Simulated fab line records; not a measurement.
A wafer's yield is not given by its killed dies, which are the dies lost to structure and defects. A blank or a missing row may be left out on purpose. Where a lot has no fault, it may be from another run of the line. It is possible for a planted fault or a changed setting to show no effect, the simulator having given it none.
fab line records	flow n5-finfet	part 1 of 2: steps 1 to 23 of 29
record: lots: 5	wafers: 15	last-day: 16
route steps=1938 shown BEOL_M3@944
lots that met no fault: taken from a fault-free run of the same line
start-h: hours from the record's opening day to when the first of the lot's shown wafers began	wait-h: hours elapsed since this lot's preceding step	" repeats the value in the row above	L1.1+2: several wafers, shown together as one row	- value missing, or start not given	* or withheld: withheld	< > ~ a bound
route shown NAME@n: names a module that has steps shown in the file, with the first one's number in the route	usual: mean and standard deviation over wafers with no fault	same: alike in all rows	chamber/n: place in a boat	sites: readings site by site	_std_site: how widely they spread, as a standard deviation	_edge_site: inner sites' mean taken away from outer sites' mean	radius-mm: how far each site lies from the wafer's centre	mask NAME#n: copy n	behind: the tool/chamber that last shaped the wafer	hold: why the lot went on hold/how many hours it stayed there/how the hold came to an end	device: the n, p or np transistor that did not switch	end of line: tests of these same wafers at the route's end	a step without rows: its recipe alone	killed: the dies lost at the first sort to structure and to defects; this is not the yield of the wafer	map: a wafer's dies, x killed, . not, _ none there
set.NAME: the setting the step ran with; set.NAME@STEP: the setting that earlier step ran with	model.NAME: the simulator's own value behind a step, which no gauge read
lots at selected steps of the route; one table per step, one row per wafer
services: from which hour (start-h, from the record's first day; less than 0 if before it) a tool's chamber was out of use, for how many hours, and why
== steps ==
step: N5_BEOL_M3_CD_MEAS_11
recipe: target-cd-nm: 17.05	landing-energy-ev: 500	detector: se-inlens	polarity: opening
usual: cd-nm: 17.15/0.26
lot.wafer	tool	chamber	start-h	wait-h	cd-nm
L074.1	cd-sem-01	0	146.65	-	17.54
L074.2	"	0	"	"	17.22
L074.4	"	0	"	"	16.86
L083.1	cd-sem-03	0	197.98	-	17.33
L083.2	"	0	"	"	17.29
L083.6	"	0	"	"	17.51
L089.2	cd-sem-03	0	232.93	-	17.14
L089.3	"	0	"	"	16.88
L089.4	"	0	"	"	16.80
L090.1	cd-sem-02	0	237.63	-	17.24
L090.3	"	0	"	"	17.46
L090.4	"	0	"	"	17.01
L093.1	cd-sem-03	0	261.59	-	17.47
L093.3	"	0	"	"	17.56
L093.6	"	0	"	"	17.33
step: N5_BEOL_M3_OVL_MEAS_12
recipe: points-per-wafer: 522
usual: M3_OVL: 0.0/0.65
lot.wafer	tool	chamber	start-h	wait-h	M3_OVL[nm]
L074.1	overlay-02	0	146.68	0.0	0.2
L074.2	"	0	"	"	-0.5
L074.4	"	0	"	"	0.6
L083.1	overlay-02	0	198.01	0.0	0.5
L083.2	"	0	"	"	-0.3
L083.6	"	0	"	"	0.0
L089.2	overlay-02	0	232.97	0.0	0.3
L089.3	"	0	"	"	0.2
L089.4	"	0	"	"	0.7
L090.1	overlay-02	0	237.67	0.0	-0.2
L090.3	"	0	"	"	-0.9
L090.4	"	0	"	"	-0.4
L093.1	overlay-02	0	261.62	0.0	0.6
L093.3	"	0	"	"	0.2
L093.6	"	0	"	"	0.0
step: N5_BEOL_M3_INSPECT_13
recipe: mode: adi	inspect-instrument: brightfield
usual: raw-defect-count: 416/84
lot.wafer	tool	chamber	start-h	wait-h	raw-defect-count
L074.1	defect-inspect-02	-	146.74	0.1	421
L074.2	"	-	"	"	322
L074.4	"	-	"	"	389
L083.1	defect-inspect-01	-	198.07	0.1	265
L083.2	"	-	"	"	473
L083.6	"	-	"	"	444
L089.2	defect-inspect-01	-	233.02	0.0	340
L089.3	"	-	"	"	385
L089.4	"	-	"	"	368
L090.1	defect-inspect-02	-	237.73	0.1	451
L090.3	"	-	"	"	471
L090.4	"	-	"	"	491
L093.1	defect-inspect-02	-	261.68	0.1	418
L093.3	"	-	"	"	520
L093.6	"	-	"	"	471
step: N5_BEOL_M3_DESCUM_16
recipe: chemistry: O2	time-s: 7	source-power-w: 50	bias-power-w: 20	pressure-mtorr: 20	rf-frequency-hz: 2.712e+07	temp-c: 40	resist: CAR-EUV	o2-flow-sccm: 225
usual: drypump-motor-current-A: 5.7/0.38	oes-product-au: 0.75/0.076	rf-vpp-V: 243.0/1.4	showerhead-plenum-p-Torr: 2.10/0.064	throttle-valve-pct: 20.58/0.29
lot.wafer	tool	chamber	start-h	wait-h	drypump-motor-current-A	oes-product-au	rf-hours-counter-h	rf-vpp-V	showerhead-plenum-p-Torr	throttle-valve-pct
L074.1	rie-diel-03	2	146.78	0.0	5.5	0.75	156	241.7	2.01	20.69
L074.2	"	1	"	"	5.8	0.76	171	242.4	2.10	20.70
L074.4	"	3	"	"	5.2	0.76	168	245.2	2.19	20.66
L083.1	rie-diel-01	2	198.28	0.2	6.3	0.72	169	243.2	2.10	20.69
L083.2	"	1	"	"	5.9	0.89	38	243.0	2.11	19.94
L083.6	"	3	"	"	5.8	0.73	-	242.0	2.02	20.50
L089.2	rie-diel-03	3	233.06	0.0	5.2	0.73	198	243.9	2.18	20.71
L089.3	"	2	"	"	5.5	0.73	184	241.2	2.00	20.74
L089.4	"	0	"	"	5.7	0.72	163	245.3	2.18	20.74
L090.1	rie-diel-03	0	237.92	0.2	5.6	0.72	165	245.7	2.18	20.74
L090.3	"	1	"	"	5.8	0.73	200	243.8	2.09	20.75
L090.4	"	2	"	"	5.5	0.72	186	241.0	2.00	20.74
L093.1	rie-diel-04	1	261.71	0.0	6.1	0.91	27	241.0	2.04	20.19
L093.3	"	3	"	"	5.9	0.69	244	242.8	2.08	21.01
L093.6	"	3	"	"	5.9	0.70	-	241.3	2.08	21.02
step: N5_BEOL_M3_ETCH_74
recipe: chemistry: N2/H2	target: underlayer	target-depth-a: 65	mask-material: CAR-EUV	time-s: 5.2	ion-energy-ev: 200	pressure-mtorr: 30	source-w: 840	bias-w: 150	n2-flow-sccm: 200	h2-flow-sccm: 200	ends: cleared
usual: drypump-motor-current-A: 5.7/0.38	etch-rf-on-time-s: 5.23/0.11	oes-product-au: 0.64/0.067	rf-vpp-V: 523.9/2.7	showerhead-plenum-p-Torr: 2.54/0.08	throttle-valve-pct: 17.94/0.27
lot.wafer	tool	chamber	start-h	wait-h	drypump-motor-current-A	etch-rf-on-time-s	oes-product-au	rf-hours-counter-h	rf-vpp-V	showerhead-plenum-p-Torr	throttle-valve-pct
L074.1	rie-diel-03	2	146.81	0.0	5.5	5.28	0.64	156	521.9	2.43	18.07
L074.2	"	1	"	"	5.8	5.30	0.64	171	523.7	2.53	17.97
L074.4	"	3	"	"	5.2	5.19	0.64	168	527.5	2.63	17.84
L083.1	rie-diel-01	2	198.31	0.0	6.2	5.26	0.63	169	520.2	2.54	18.05
L083.2	"	1	"	"	6.0	5.05	0.75	38	527.6	2.57	17.43
L083.6	"	3	"	"	5.8	5.36	0.61	-	517.8	2.43	17.86
L089.2	rie-diel-03	3	233.09	0.0	5.2	5.29	0.62	198	526.5	2.62	17.90
L089.3	"	2	"	"	5.5	5.28	0.63	184	519.8	2.42	18.16
L089.4	"	0	"	"	5.7	5.36	0.61	163	528.0	2.66	18.19
L090.1	rie-diel-03	0	237.95	0.0	5.7	5.30	0.60	165	526.8	2.66	18.20
L090.3	"	1	"	"	5.7	5.34	0.61	200	523.2	2.52	18.05
L090.4	"	2	"	"	5.5	5.22	0.63	186	522.6	2.42	18.14
L093.1	rie-diel-04	1	261.75	0.0	6.1	5.07	0.79	27	523.4	2.49	17.64
L093.3	"	3	"	"	5.9	5.12	0.59	244	523.1	2.50	18.30
L093.6	"	3	"	"	6.0	5.11	0.60	-	525.2	2.50	18.30
step: N5_BEOL_M3_ETCH_63
recipe: chemistry: CF4	target: SiARC	target-depth-a: 156	mask-material: CAR-EUV	time-s: 26	ion-energy-ev: 80	pressure-mtorr: 40	source-w: 545	bias-w: 36	Ar_flow_sccm: 100	cf4-flow-sccm: 100	ends: cleared
usual: drypump-motor-current-A: 5.7/0.38	etch-rf-on-time-s: 26.1/0.46	oes-product-au: 0.64/0.065	rf-vpp-V: 184.0/1.3	showerhead-plenum-p-Torr: 2.14/0.062	throttle-valve-pct: 15.74/0.26
lot.wafer	tool	chamber	start-h	wait-h	drypump-motor-current-A	etch-rf-on-time-s	oes-product-au	rf-hours-counter-h	rf-vpp-V	showerhead-plenum-p-Torr	throttle-valve-pct
L074.1	rie-diel-03	2	146.83	0.0	5.5	26.1	0.65	156	182.3	2.07	15.90
L074.2	"	1	"	"	5.7	26.4	0.64	171	184.9	2.15	15.76
L074.4	"	3	"	"	5.2	25.7	0.65	168	185.4	2.23	15.86
L083.1	rie-diel-01	2	198.33	0.0	6.2	26.4	0.62	169	183.2	2.13	15.73
L083.2	"	1	"	"	6.0	25.7	0.75	38	186.0	2.18	15.24
L083.6	"	3	"	"	5.8	26.9	0.61	-	181.9	2.05	15.61
L089.2	rie-diel-03	3	233.11	0.0	5.2	25.9	0.63	198	184.2	2.22	15.93
L089.3	"	2	"	"	5.5	25.8	0.63	184	184.1	2.06	15.97
L089.4	"	0	"	"	5.6	26.3	0.61	163	186.3	2.22	15.88
L090.1	rie-diel-03	0	237.97	0.0	5.6	26.6	0.60	165	184.3	2.22	15.88
L090.3	"	1	"	"	5.7	26.3	0.62	200	182.8	2.14	15.82
L090.4	"	2	"	"	5.5	25.9	0.63	186	182.7	2.06	15.94
L093.1	rie-diel-04	1	261.76	0.0	6.1	25.4	0.79	27	181.6	2.11	15.46
L093.3	"	3	"	"	5.9	26.1	0.59	244	182.9	2.12	16.16
L093.6	"	3	"	"	6.0	26.0	0.59	-	184.8	2.12	16.17
step: N5_BEOL_M3_ETCH_64
recipe: chemistry: N2/H2	target: SOC	target-depth-a: 750	overetch-a: 150	mask-material: SiARC	temp-c: 40	time-s: 112.5	ion-energy-ev: 200	pressure-mtorr: 30	source-w: 840	bias-w: 150	n2-flow-sccm: 200	h2-flow-sccm: 200
usual: drypump-motor-current-A: 5.7/0.38	oes-product-au: 0.60/0.055	rf-vpp-V: 523.8/2.3	showerhead-plenum-p-Torr: 2.54/0.08	throttle-valve-pct: 17.90/0.27
lot.wafer	tool	chamber	start-h	wait-h	drypump-motor-current-A	oes-product-au	rf-hours-counter-h	rf-vpp-V	showerhead-plenum-p-Torr	throttle-valve-pct
L074.1	rie-diel-03	2	146.86	0.0	5.5	0.60	156	520.5	2.43	18.04
L074.2	"	1	"	"	5.8	0.59	171	523.4	2.53	17.96
L074.4	"	3	"	"	5.2	0.60	168	526.9	2.63	17.83
L083.1	rie-diel-01	2	198.36	0.0	6.3	0.58	169	523.4	2.54	18.00
L083.2	"	1	"	"	6.0	0.68	39	525.2	2.57	17.39
L083.6	"	3	"	"	5.8	0.58	-	520.2	2.43	17.81
L089.2	rie-diel-03	3	233.14	0.0	5.2	0.58	198	525.9	2.62	17.87
L089.3	"	2	"	"	5.5	0.59	184	520.5	2.42	18.10
L089.4	"	0	"	"	5.7	0.57	163	526.2	2.66	18.15
L090.1	rie-diel-03	0	238.00	0.0	5.6	0.57	165	526.5	2.66	18.16
L090.3	"	1	"	"	5.7	0.57	200	523.6	2.52	18.02
L090.4	"	2	"	"	5.5	0.58	186	520.8	2.42	18.11
L093.1	rie-diel-04	1	261.79	0.0	6.1	0.71	27	521.2	2.49	17.57
L093.3	"	3	"	"	6.0	0.55	244	522.7	2.50	18.24
L093.6	"	3	"	"	5.9	0.55	-	522.5	2.50	18.25
step: N5_BEOL_M3_STRIP_65
recipe: chemistry: N2/H2	temp-c: 40	n2-flow-sccm: 200	h2-flow-sccm: 200	rf-frequency-hz: 6e+07
lot.wafer	tool	chamber	start-h	wait-h
L074.1+2+4	rie-diel-03	2,1,3	146.96	0.1
L083.1+2+6	rie-diel-01	2,1,3	198.47	0.1
L089.2+3+4	rie-diel-03	3,2,0	233.24	0.1
L090.1+3+4	rie-diel-03	0,1,2	238.10	0.1
L093.1+3+6	rie-diel-04	1,3,3	261.90	0.1
step: N5_BEOL_M3_STRIP_75
recipe: chemistry: N2/H2	temp-c: 40	n2-flow-sccm: 200	h2-flow-sccm: 200	rf-frequency-hz: 6e+07
lot.wafer	tool	chamber	start-h	wait-h
L074.1+2+4	rie-diel-03	2,1,3	146.97	0.0
L083.1+2+6	rie-diel-01	2,1,3	198.48	0.0
L089.2+3+4	rie-diel-03	3,2,0	233.25	0.0
L090.1+3+4	rie-diel-03	0,1,2	238.11	0.0
L093.1+3+6	rie-diel-04	1,3,3	261.91	0.0
step: N5_BEOL_M3_STRIP_66
recipe: chemistry: CF4	resist: SiARC	power-w: 300	bias-power-w: 75	pressure-mtorr: 50	cf4-flow-sccm: 150	rf-frequency-hz: 6e+07
usual: drypump-motor-current-A: 5.7/0.38	oes-product-au: 0.75/0.07	rf-vpp-V: 271.1/1.5	showerhead-plenum-p-Torr: 1.79/0.051	throttle-valve-pct: 13.71/0.27
lot.wafer	tool	chamber	start-h	wait-h	drypump-motor-current-A	oes-product-au	rf-hours-counter-h	rf-vpp-V	showerhead-plenum-p-Torr	throttle-valve-pct
L074.1	rie-diel-03	2	146.98	0.0	5.5	0.75	156	269.3	1.73	13.84
L074.2	"	1	"	"	5.7	0.74	171	271.6	1.79	13.71
L074.4	"	3	"	"	5.3	0.75	168	272.2	1.86	13.84
L083.1	rie-diel-01	2	198.49	0.0	6.2	0.73	169	270.8	1.78	13.71
L083.2	"	1	"	"	6.0	0.86	39	272.6	1.82	13.20
L083.6	"	3	"	"	5.8	0.73	-	270.6	1.73	13.65
L089.2	rie-diel-03	3	233.26	0.0	5.2	0.73	198	273.9	1.85	13.89
L089.3	"	2	"	"	5.5	0.72	185	269.0	1.73	13.92
L089.4	"	0	"	"	5.6	0.72	163	271.2	1.85	13.84
L090.1	rie-diel-03	0	238.12	0.0	5.7	0.71	165	273.0	1.85	13.84
L090.3	"	1	"	"	5.7	0.72	200	271.8	1.79	13.78
L090.4	"	2	"	"	5.5	0.73	186	269.4	1.73	13.92
L093.1	rie-diel-04	1	261.92	0.0	6.1	0.90	27	268.5	1.77	13.39
L093.3	"	3	"	"	5.9	0.69	244	272.0	1.78	14.19
L093.6	"	3	"	"	5.9	0.69	-	270.5	1.78	14.17
step: N5_BEOL_M3_HM_OPEN_17
recipe: chemistry: Cl2/BCl3	target-depth-a: 200	overetch-a: 60	target: TiN	mask-material: SOC	ion-energy-ev: 150	pressure-mtorr: 10	icp-w: 1000	bias-w: 126	Cl2_flow_sccm: 53.25	bcl3-flow-sccm: 21.75	Ar_flow_sccm: 25
usual: drypump-motor-current-A: 6.0/0.41	oes-product-au: 0.70/0.042	throttle-valve-pct: 22.15/0.19
lot.wafer	tool	chamber	start-h	wait-h	drypump-motor-current-A	oes-product-au	rf-hours-counter-h	throttle-valve-pct
L074.1	rie-metal-03	1	147.02	0.0	6.2	0.79	1	22.51
L074.2	"	0	"	"	6.5	0.72	19	22.04
L074.4	"	0	"	"	6.5	0.71	-	22.07
L083.1	rie-metal-02	1	198.53	0.0	5.2	0.70	28	22.12
L083.2	"	0	"	"	6.4	0.65	43	21.91
L083.6	"	0	"	"	6.3	0.66	-	21.90
L089.2	rie-metal-02	1	233.30	0.0	5.2	0.70	31	22.14
L089.3	"	1	"	"	5.2	0.69	-	22.14
L089.4	"	0	"	"	6.3	0.64	-	21.92
L090.1	rie-metal-03	1	238.16	0.0	6.2	0.74	8	22.53
L090.3	"	0	"	"	6.4	0.70	-	22.08
L090.4	"	1	"	"	6.2	0.76	-	22.50
L093.1	rie-metal-03	1	261.96	0.0	6.2	0.74	10	22.52
L093.3	"	1	"	"	6.2	0.74	-	22.53
L093.6	"	1	"	"	6.2	0.74	-	22.51
step: N5_BEOL_M3_STRIP_19
recipe: chemistry: O2	power-w: 400	temp-c: 40	pressure-mtorr: 30	rf-frequency-hz: 6e+07	bias-power-w: 0	overash-fraction: 0.2	o2-flow-sccm: 225
usual: drypump-motor-current-A: 5.7/0.44	oes-product-au: 0.76/0.087	rf-vpp-V: 3.7/0.49	showerhead-plenum-p-Torr: 2.09/0.065	throttle-valve-pct: 16.81/0.28
lot.wafer	tool	chamber	start-h	wait-h	drypump-motor-current-A	oes-product-au	rf-hours-counter-h	rf-vpp-V	showerhead-plenum-p-Torr	throttle-valve-pct
L074.1	rie-diel-03	0	147.13	0.1	5.6	0.74	140	4.1	2.19	16.93
L074.2	"	1	"	"	5.7	0.74	171	3.5	2.11	16.89
L074.4	"	2	"	"	5.5	0.75	156	4.0	2.01	16.92
L083.1	rie-diel-01	2	198.64	0.1	6.3	0.72	169	3.4	2.11	16.92
L083.2	"	1	"	"	6.0	0.87	39	3.4	2.12	16.20
L083.6	"	2	"	"	6.3	0.73	-	2.9	2.11	16.93
L089.2	rie-diel-03	1	233.51	0.2	5.8	0.73	199	3.5	2.10	16.94
L089.3	"	0	"	"	5.7	0.72	163	4.3	2.18	17.00
L089.4	"	2	"	"	5.5	0.72	185	3.1	2.00	16.99
L090.1	rie-diel-03	3	238.27	0.1	5.3	0.73	200	4.7	2.18	17.01
L090.3	"	2	"	"	5.5	0.72	186	3.6	2.00	16.97
L090.4	"	0	"	"	5.6	0.71	165	4.2	2.18	16.98
L093.1	rie-diel-04	2	262.07	0.1	5.7	0.70	210	5.0	2.17	16.49
L093.3	"	0	"	"	4.7	0.67	227	3.9	2.00	16.97
L093.6	"	1	"	"	6.1	0.92	-	2.9	2.05	16.43
step: N5_BEOL_M3_CD_MEAS_18
recipe: pitch-nm: 36	target-cd-nm: 18
usual: cd-nm: 18.2/0.4
lot.wafer	tool	chamber	start-h	wait-h	cd-nm
L074.1	cd-sem-01	-	147.20	0.0	18.1
L074.2	"	-	"	"	17.9
L074.4	"	-	"	"	17.3
L083.1	cd-sem-02	-	198.71	0.0	18.2
L083.2	"	-	"	"	18.9
L083.6	"	-	"	"	18.6
L089.2	cd-sem-01	-	233.58	0.1	17.9
L089.3	"	-	"	"	17.5
L089.4	"	-	"	"	18.6
L090.1	cd-sem-03	-	238.34	0.0	18.4
L090.3	"	-	"	"	17.7
L090.4	"	-	"	"	18.0
L093.1	cd-sem-02	-	262.14	0.0	18.4
L093.3	"	-	"	"	18.4
L093.6	"	-	"	"	18.4
step: N5_BEOL_M3_COAT_67
recipe: resist: SOC	temp-c: 250	time-s: 60	spin-rpm: 1500	resist-thk-nm: 60
lot.wafer	tool	chamber	start-h	wait-h
L074.1+2+4	litho-track-03	0	147.24	0.0
L083.1+2+6	litho-track-02	0	198.74	0.0
L089.2+3+4	litho-track-05	0	233.61	0.0
L090.1+3+4	litho-track-05	0	238.38	0.0
L093.1+3+6	litho-track-03	0	262.18	0.0
step: N5_BEOL_M3_COAT_68
recipe: resist: SiARC	temp-c: 220	time-s: 60	spin-rpm: 1500	resist-thk-nm: 12
lot.wafer	tool	chamber	start-h	wait-h
L074.1+2+4	litho-track-03	0	-	-
L083.1+2+6	litho-track-02	0	-	-
L089.2+3+4	litho-track-05	0	-	-
L090.1+3+4	litho-track-05	0	-	-
L093.1+3+6	litho-track-03	0	-	-
step: N5_BEOL_M3_COAT_76
recipe: resist: underlayer	temp-c: 205	time-s: 60	spin-rpm: 1500	resist-thk-nm: 5
lot.wafer	tool	chamber	start-h	wait-h
L074.1+2+4	litho-track-03	0	-	-
L083.1+2+6	litho-track-02	0	-	-
L089.2+3+4	litho-track-05	0	-	-
L090.1+3+4	litho-track-05	0	-	-
L093.1+3+6	litho-track-03	0	-	-
step: N5_BEOL_M3_COAT_22
recipe: resist: CAR-EUV	spin-rpm: 1500	resist-thk-nm: 30
lot.wafer	tool	chamber	start-h	wait-h
L074.1+2+4	litho-track-03	0	-	-
L083.1+2+6	litho-track-02	0	-	-
L089.2+3+4	litho-track-05	0	-	-
L090.1+3+4	litho-track-05	0	-	-
L093.1+3+6	litho-track-03	0	-	-
step: N5_BEOL_M3_EBR_24
recipe: solvent: PGMEA	ebr-width-mm: 1.5
lot.wafer	tool	chamber	start-h	wait-h
L074.1+2+4	litho-track-03	0	-	-
L083.1+2+6	litho-track-02	0	-	-
L089.2+3+4	litho-track-05	0	-	-
L090.1+3+4	litho-track-05	0	-	-
L093.1+3+6	litho-track-03	0	-	-
step: N5_BEOL_M3_SOFTBAKE_23
recipe: temp-c: 110	time-s: 60	resist: CAR-EUV
lot.wafer	tool	chamber	start-h	wait-h
L074.1+2+4	litho-track-03	0	-	-
L083.1+2+6	litho-track-02	0	-	-
L089.2+3+4	litho-track-05	0	-	-
L090.1+3+4	litho-track-05	0	-	-
L093.1+3+6	litho-track-03	0	-	-
step: N5_BEOL_M3_EXPOSE_25
recipe: mask-id: V2	na: 0.33	source-shape: quasar	sigma-inner: 0.2	sigma-outer: 0.8	polarization: unpolarized	defocus-nm: 5	dose-mj: 63
lot.wafer	tool	chamber	start-h	wait-h	mask
L074.1+2+4	euv-scanner-02	0	147.38	-	V2#0
L083.1+2+6	euv-scanner-01	0	198.90	-	V2#0
L089.2+3+4	euv-scanner-02	0	233.76	-	V2#0
L090.1+3+4	euv-scanner-02	0	238.52	-	V2#0
L093.1+3+6	euv-scanner-01	0	262.34	-	V2#0
step: N5_BEOL_M3_PEB_26
recipe: peb-temp-c: 100	peb-time-s: 60	resist: CAR-EUV
lot.wafer	tool	chamber	start-h	wait-h
L074.1+2+4	litho-track-05	0	147.45	0.1
L083.1+2+6	litho-track-02	0	198.98	0.1
L089.2+3+4	litho-track-05	0	233.83	0.1
L090.1+3+4	litho-track-02	0	238.60	0.1
L093.1+3+6	litho-track-03	0	262.42	0.1
step: N5_BEOL_M3_DEVELOP_27
recipe: develop-time-s: 30	developer: TMAH	resist: CAR-EUV	rinse-liquid: surfactant-rinse	dry: air-spin	dev-temp-c: 23
lot.wafer	tool	chamber	start-h	wait-h
L074.1+2+4	litho-track-05	0	-	-
L083.1+2+6	litho-track-02	0	-	-
L089.2+3+4	litho-track-05	0	-	-
L090.1+3+4	litho-track-02	0	-	-
L093.1+3+6	litho-track-03	0	-	-
step: N5_BEOL_M3_CD_MEAS_28
recipe: target-cd-nm: 25.7	landing-energy-ev: 500	detector: se-inlens	target-cd-y-nm: 23.3	polarity: opening
usual: cd-nm: 25.68/0.24
lot.wafer	tool	chamber	start-h	wait-h	cd-nm
L074.1	cd-sem-02	0	147.52	-	25.82
L074.2	"	0	"	"	25.77
L074.4	"	0	"	"	25.64
L083.1	cd-sem-01	0	199.04	-	25.50
L083.2	"	0	"	"	25.77
L083.6	"	0	"	"	25.14
L089.2	cd-sem-02	0	233.90	-	25.84
L089.3	"	0	"	"	25.43
L089.4	"	0	"	"	25.42
L090.1	cd-sem-01	0	238.66	-	26.14
L090.3	"	0	"	"	25.59
L090.4	"	0	"	"	25.40
L093.1	cd-sem-03	0	262.49	-	25.73
L093.3	"	0	"	"	25.51
L093.6	"	0	"	"	25.85
